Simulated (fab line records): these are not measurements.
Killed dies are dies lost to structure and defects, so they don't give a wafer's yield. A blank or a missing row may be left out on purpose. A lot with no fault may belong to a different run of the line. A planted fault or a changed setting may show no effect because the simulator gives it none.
Which tool did it? ; flow nand harc ; 72 wafers from 24 lots sampled at 6 of the route's 1302 steps

WHAT THE GAUGES SHOWED, per wafer
No reading from a measuring or inspecting step in the record can be judged against a usual standard deviation.

EACH LOT AND THE TOOL THAT RAN IT (in order: tool; ch and the chambers of the sampled wafers; start)
lot;NHARC_A_WL_FILL_ETCHBACK_26;NHARC_A_WL_FILL_CMP_12;NHARC_A_CONTACT_DEP_24;NHARC_A_CONTACT_ETCH_48;NHARC_A_CONTACT_ETCH_115;NHARC_A_CONTACT_ETCH_123
L074;rie si-05 ch 0,1,2, day 21 14:40;cmp-04 ch 0,3, day 21 15:18;pecvd-02 ch 0,1, day 21 15:56;rie diel-08 ch 0,1,2, day 21 23:52;har cap etch-02 ch 0,1, day 22 02:19;har cap etch-02 ch 0,1, day 22 03:41
L075;rie si-04 ch 0,1,2, day 21 17:16;cmp-02 ch 0,2,3, day 21 17:58;pecvd-03 ch 0,1,2, day 21 18:31;rie diel-11 ch 0,3, day 22 01:01;har cap etch-03 ch 0,1, day 22 03:48;har cap etch-03 ch 0,1, day 22 05:10
L076;rie si-01 ch 2,3, day 21 20:41;cmp-04 ch 0,2,3, day 21 21:28;pecvd-03 ch 0,1,2, day 21 22:00;rie diel-09 ch 1,2,3, day 22 03:47;har cap etch-02 ch 0,1, day 22 06:16;har cap etch-02 ch 0,1, day 22 07:46
L077;rie si-05 ch 2,3, day 22 09:38;cmp-03 ch 0,1,2, day 22 10:17;pecvd-03 ch 1,2, day 22 10:54;rie diel-08 ch 1,3, day 22 17:40;har cap etch-03 ch 0,1, day 22 20:10;har cap etch-03 ch 0,1, day 22 21:39
L078;rie si-05 ch 0,1,2, day 23 15:00;cmp-04 ch 0,2, day 23 15:41;pecvd-03 ch 0,1,2, day 23 16:17;rie diel-09 ch 0,2,3, day 24 00:52;har cap etch-03 ch 0,1, day 24 03:21;har cap etch-03 ch 0,1, day 24 04:47
L079;rie si-01 ch 0,2,3, day 23 15:02;cmp-02 ch 1,2, day 23 15:44;pecvd-02 ch 0,2, day 23 16:35;rie diel-09 ch 0,3, day 24 04:22;har cap etch-01 ch 0,1, day 24 06:50;har cap etch-01 ch 0,1, day 24 08:16
L081;rie si-05 ch 1,2,3, day 24 02:01;cmp-02 ch 1,2,3, day 24 02:42;pecvd-01 ch 0,1,2, day 24 03:13;rie diel-08 ch 0,1,2, day 24 11:11;har cap etch-03 ch 0,1, day 24 13:53;har cap etch-03 ch 0,1, day 24 15:42
L080;rie si-05 ch 0,1,2, day 24 06:05;cmp-02 ch 0,3, day 24 06:44;pecvd-01 ch 0,1, day 24 07:16;rie diel-09 ch 0,2,3, day 24 15:31;har cap etch-02 ch 0,1, day 24 18:02;har cap etch-02 ch 0,1, day 24 19:27
L082;rie si-04 ch 0,2,3, day 24 06:05;cmp-04 ch 0,1,2, day 24 06:52;pecvd-02 ch 0,1,2, day 24 07:28;rie diel-11 ch 0,1,3, day 24 16:04;har cap etch-01 ch 0,1, day 24 18:32;har cap etch-01 ch 0,1, day 24 19:58
L083;rie si-04 ch 0,3, day 25 03:48;cmp-04 ch 2,3, day 25 04:28;pecvd-01 ch 0,1, day 25 05:11;rie diel-09 ch 1,3, day 25 11:44;har cap etch-01 ch 0,1, day 25 14:35;har cap etch-01 ch 0,1, day 25 16:04
L086;rie si-01 ch 0,1,3, day 25 03:49;cmp-03 ch 0,1,2, day 25 04:26;pecvd-03 ch 0,2, day 25 04:58;rie diel-11 ch 0,1, day 25 10:50;har cap etch-03 ch 0,1, day 25 13:16;har cap etch-03 ch 0,1, day 25 14:38
L085;rie si-01 ch 0,1,3, day 25 10:35;cmp-03 ch 0,1,3, day 25 11:22;pecvd-02 ch 1,2, day 25 11:56;rie diel-09 ch 0,2,3, day 25 18:03;har cap etch-01 ch 0,1, day 25 20:32;har cap etch-01 ch 0,1, day 25 21:53
L084;rie si-05 ch 0,2,3, day 25 10:36;cmp-03 ch 0,3, day 25 11:14;pecvd-03 ch 0,2, day 25 11:50;rie diel-11 ch 0,1,3, day 25 17:36;har cap etch-02 ch 0,1, day 25 20:10;har cap etch-02 ch 0,1, day 25 21:32
L087;rie si-04 ch 0,2,3, day 25 23:54;cmp-04 ch 0,2,3, day 26 00:36;pecvd-01 ch 0,1,2, day 26 01:16;rie diel-09 ch 0,2,3, day 26 11:30;har cap etch-01 ch 0,1, day 26 14:00;har cap etch-01 ch 0,1, day 26 15:29
L089;rie si-01 ch 0,1,2, day 27 11:08;cmp-02 ch 1,2,3, day 27 12:42;pecvd-01 ch 0,1,2, day 27 13:13;rie diel-09 ch 0,2,3, day 27 20:36;har cap etch-01 ch 0,1, day 27 23:04;har cap etch-01 ch 0,1, day 28 00:25
L088;rie si-04 ch 0,3, day 27 11:10;cmp-03 ch 1,2, day 27 12:34;pecvd-03 ch 1,2, day 27 13:13;rie diel-11 ch 1,2,3, day 27 20:26;har cap etch-02 ch 0,1, day 27 22:55;har cap etch-02 ch 0,1, day 28 00:46
L090;rie si-05 ch 0,2,3, day 27 14:21;cmp-03 ch 0,1,2, day 27 15:01;pecvd-02 ch 0,1, day 27 15:32;rie diel-11 ch 1,3, day 27 23:47;har cap etch-03 ch 0,1, day 28 02:16;har cap etch-03 ch 0,1, day 28 03:38
L091;rie si-05 ch 2,3, day 29 02:41;cmp-03 ch 0,2,3, day 29 03:24;pecvd-02 ch 1,2, day 29 04:01;rie diel-09 ch 2,3, day 29 11:26;har cap etch-02 ch 0,1, day 29 13:55;har cap etch-02 ch 0,1, day 29 15:40
L092;rie si-01 ch 1,2,3, day 29 02:41;cmp-02 ch 0,1,2, day 29 03:22;pecvd-03 ch 0,1,2, day 29 03:52;rie diel-08 ch 2,3, day 29 11:15;har cap etch-01 ch 0,1, day 29 13:42;har cap etch-01 ch 0,1, day 29 15:04
L093;rie si-04 ch 0,1,3, day 29 12:30;cmp-04 ch 0,2,3, day 29 13:10;pecvd-03 ch 0,1,2, day 29 13:42;rie diel-11 ch 0,1,2, day 29 19:30;har cap etch-03 ch 0,1, day 29 22:17;har cap etch-03 ch 0,1, day 29 23:39
L094;rie si-05 ch 1,3, day 29 15:37;cmp-04 ch 0,1,3, day 29 16:19;pecvd-03 ch 0,1,2, day 29 16:53;rie diel-11 ch 0,2, day 30 01:32;har cap etch-02 ch 0,1, day 30 04:02;har cap etch-02 ch 0,1, day 30 05:52
L095;rie si-04 ch 1,2, day 29 15:37;cmp-02 ch 1,2,3, day 29 16:26;pecvd-01 ch 0,2, day 29 16:56;rie diel-09 ch 0,1,2, day 30 01:58;har cap etch-03 ch 0,1, day 30 04:24;har cap etch-03 ch 0,1, day 30 05:46
L097;rie si-05 ch 0,1,3, day 30 07:53;cmp-02 ch 1,2,3, day 30 08:40;pecvd-01 ch 0,1, day 30 09:12;rie diel-09 ch 2,3, day 30 16:57;har cap etch-03 ch 0,1, day 30 19:24;har cap etch-03 ch 0,1, day 30 20:46
L096;rie si-01 ch 0,1,3, day 30 14:11;cmp-03 ch 1,2, day 30 14:59;pecvd-03 ch 0,1, day 30 15:46;rie diel-11 ch 2,3, day 30 21:32;har cap etch-03 ch 0,1, day 31 00:28;har cap etch-03 ch 0,1, day 31 01:58
- NHARC_A_WL_FILL_ETCHBACK_26: etches the open film in HBr, target depth 52 nm, time 13.3 s.
- NHARC_A_WL_FILL_CMP_12: polishes, t overpolish 30 s, target thk 100 nm.
- NHARC_A_CONTACT_DEP_24: deposits SiO2, target thk 500 nm.
- NHARC_A_CONTACT_ETCH_48: etches the open film in CF4, target depth 39 nm, time 65 s.
- NHARC_A_CONTACT_ETCH_115: etches the open film in C4F8/O2/Ar, time 190 s, target depth 1850 nm.
- NHARC_A_CONTACT_ETCH_123: etches the open film in C4F8/O2/Ar, time 490 s, target depth 2110 nm.

WHAT THE TOOLS THEMSELVES READ (means of the sampled wafers that have a number; where no wafer has one, the mark that the record gives instead)
NHARC_A_WL_FILL_ETCHBACK_26. Usual: drypump motor current A 5.8 A, standard deviation 0.47; oes product au 0.998 a.u., standard deviation 0.01; throttle valve pct 23.265 %, standard deviation 0.0087.
lot;tool;drypump motor current A (A);oes product au (a.u.);throttle valve pct (%);flag
L074;rie si-05;6.1;0.993;23.268;
L075;rie si-04;5.9;0.999;23.274;
L076;rie si-01;5.4;1.005;23.269;
L077;rie si-05;6.0;0.995;23.265;
L078;rie si-05;6.1;0.985;23.261;
L079;rie si-01;5.4;1.002;23.254;
L081;rie si-05;6.1;0.986;23.267;
L080;rie si-05;6.1;0.985;23.250;
L082;rie si-04;5.6;0.999;23.269;
L083;rie si-04;5.3;1.010;23.269;
L086;rie si-01;5.5;1.001;23.269;
L085;rie si-01;5.5;0.998;23.276;
L084;rie si-05;6.0;0.998;23.267;
L087;rie si-04;5.5;1.010;23.272;
L089;rie si-01;5.6;1.005;23.267;
L088;rie si-04;5.2;1.009;23.265;
L090;rie si-05;6.0;0.987;23.261;
L091;rie si-05;5.7;1.000;23.267;
L092;rie si-01;5.4;0.997;23.270;
L093;rie si-04;5.6;0.999;23.268;
L094;rie si-05;6.3;0.998;23.264;
L095;rie si-04;6.3;1.004;23.264;
L097;rie si-05;6.4;0.995;23.265;
L096;rie si-01;5.5;1.003;23.260;

NHARC_A_WL_FILL_CMP_12. Usual: motor current A 12.3 A, standard deviation 1; overpolish run s 30.000 s, standard deviation 0.0092; time to endpoint s 20.6 s, standard deviation 2.5.
lot;tool;motor current A (A);overpolish run s (s);time to endpoint s (s);flag
L074;cmp-04;11.7;30.001;19.0;
L075;cmp-02;12.3;29.994;20.1;
L076;cmp-04;12.4;30.015;21.0;
L077;cmp-03;12.8;30.003;18.7;
L078;cmp-04;11.6;29.998;21.4;
L079;cmp-02;12.9;30.010;24.4;
L081;cmp-02;12.0;30.006;21.9;
L080;cmp-02;11.5;29.998;19.0;
L082;cmp-04;12.3;30.003;21.5;
L083;cmp-04;13.1;30.001;23.1;
L086;cmp-03;12.1;29.999;20.9;
L085;cmp-03;12.2;30.008;19.2;
L084;cmp-03;12.3;29.998;20.6;
L087;cmp-04;12.6;29.999;22.4;
L089;cmp-02;12.4;30.006;21.2;
L088;cmp-03;12.0;29.996;22.6;
L090;cmp-03;12.8;29.997;24.6;
L091;cmp-03;11.9;30.005;19.1;
L092;cmp-02;12.5;30.004;20.6;
L093;cmp-04;12.5;29.997;21.5;
L094;cmp-04;11.6;29.998;18.4;
L095;cmp-02;12.3;30.005;19.9;
L097;cmp-02;12.3;30.001;20.5;
L096;cmp-03;12.3;30.000;17.7;

NHARC_A_CONTACT_DEP_24. Usual: flow sccm 2650 sccm, standard deviation 7.4; heater power w 561 W, standard deviation 100; throttle valve pct 16.2 %, standard deviation 0.69.
lot;tool;flow sccm (sccm);heater power w (W);throttle valve pct (%);flag
L074;pecvd-02;2649;596;15.6;
L075;pecvd-03;2650;562;16.4;
L076;pecvd-03;2634;537;16.4;
L077;pecvd-03;2646;528;17.1;
L078;pecvd-03;2651;544;16.6;
L079;pecvd-02;2639;496;16.0;
L081;pecvd-01;2655;547;16.0;
L080;pecvd-01;2644;564;15.8;
L082;pecvd-02;2656;545;16.0;
L083;pecvd-01;2651;480;15.8;
L086;pecvd-03;2644;638;16.3;
L085;pecvd-02;2649;572;16.1;
L084;pecvd-03;2651;683;16.2;
L087;pecvd-01;2653;548;16.0;
L089;pecvd-01;2655;529;16.3;
L088;pecvd-03;2660;563;16.8;
L090;pecvd-02;2650;644;15.5;
L091;pecvd-02;2647;650;15.9;
L092;pecvd-03;2653;533;16.3;
L093;pecvd-03;2656;581;16.3;
L094;pecvd-03;2653;591;16.3;
L095;pecvd-01;2646;585;16.4;
L097;pecvd-01;2653;558;15.9;
L096;pecvd-03;2648;485;16.5;

NHARC_A_CONTACT_ETCH_48. Usual: drypump motor current A 5.7 A, standard deviation 0.37; oes product au 1.001 a.u., standard deviation 0.0091; rf vpp V 150.6 V, standard deviation 1.2; showerhead plenum p Torr 1.72 Torr, standard deviation 0.073; throttle valve pct 13.284 %, standard deviation 0.0091.
lot;tool;drypump motor current A (A);oes product au (a.u.);rf vpp V (V);showerhead plenum p Torr (Torr);throttle valve pct (%);flag
L074;rie diel-08;5.3;0.997;151.5;1.74;13.287;
L075;rie diel-11;5.6;1.005;150.7;1.74;13.289;
L076;rie diel-09;5.8;1.002;149.6;1.65;13.291;
L077;rie diel-08;5.7;1.011;150.5;1.68;13.286;
L078;rie diel-09;5.7;1.009;150.6;1.72;13.282;
L079;rie diel-09;5.9;0.997;150.9;1.73;13.287;
L081;rie diel-08;5.3;1.010;151.4;1.74;13.283;
L080;rie diel-09;5.7;1.010;150.3;1.72;13.282;
L082;rie diel-11;5.7;0.996;150.9;1.73;13.294;
L083;rie diel-09;6.0;0.995;149.0;1.65;13.284;
L086;rie diel-11;5.6;0.992;150.7;1.75;13.276;
L085;rie diel-09;5.7;1.004;151.5;1.72;13.281;
L084;rie diel-11;5.7;0.997;150.9;1.73;13.296;
L087;rie diel-09;5.7;0.999;150.8;1.72;13.284;
L089;rie diel-09;5.7;1.002;150.3;1.72;13.280;
L088;rie diel-11;6.0;1.010;150.2;1.70;13.290;
L090;rie diel-11;5.8;0.997;150.5;1.71;13.284;
L091;rie diel-09;5.8;0.998;149.5;1.65;13.286;
L092;rie diel-08;6.0;1.001;150.2;1.70;13.281;
L093;rie diel-11;5.9;1.006;150.3;1.71;13.285;
L094;rie diel-11;5.8;1.002;151.0;1.72;13.288;
L095;rie diel-09;5.5;0.997;152.0;1.80;13.283;
L097;rie diel-09;5.8;0.999;150.2;1.65;13.286;
L096;rie diel-11;6.2;1.009;150.5;1.68;13.279;

THE ANSWER, worked out from the rows above alone
Rule: take the mean of a lot's wafers that have a number; if it is more than 3 standard deviations from the usual mean, the lot is off. Also off: a lot with no number at a reading for which 4 or more lots have one. The other lots that the step has rows for count as sound. Order of review: gauges by route order, followed by the tools' own readings, for which a lot's mean as printed above is used. The first step at which some lot is off is used, and at that step the reading that is off furthest; a lot without a number counts as furthest.
Nothing can be told from this: no lot is off at any reading shown.

WHAT THE SIMULATOR HAD PUT IN
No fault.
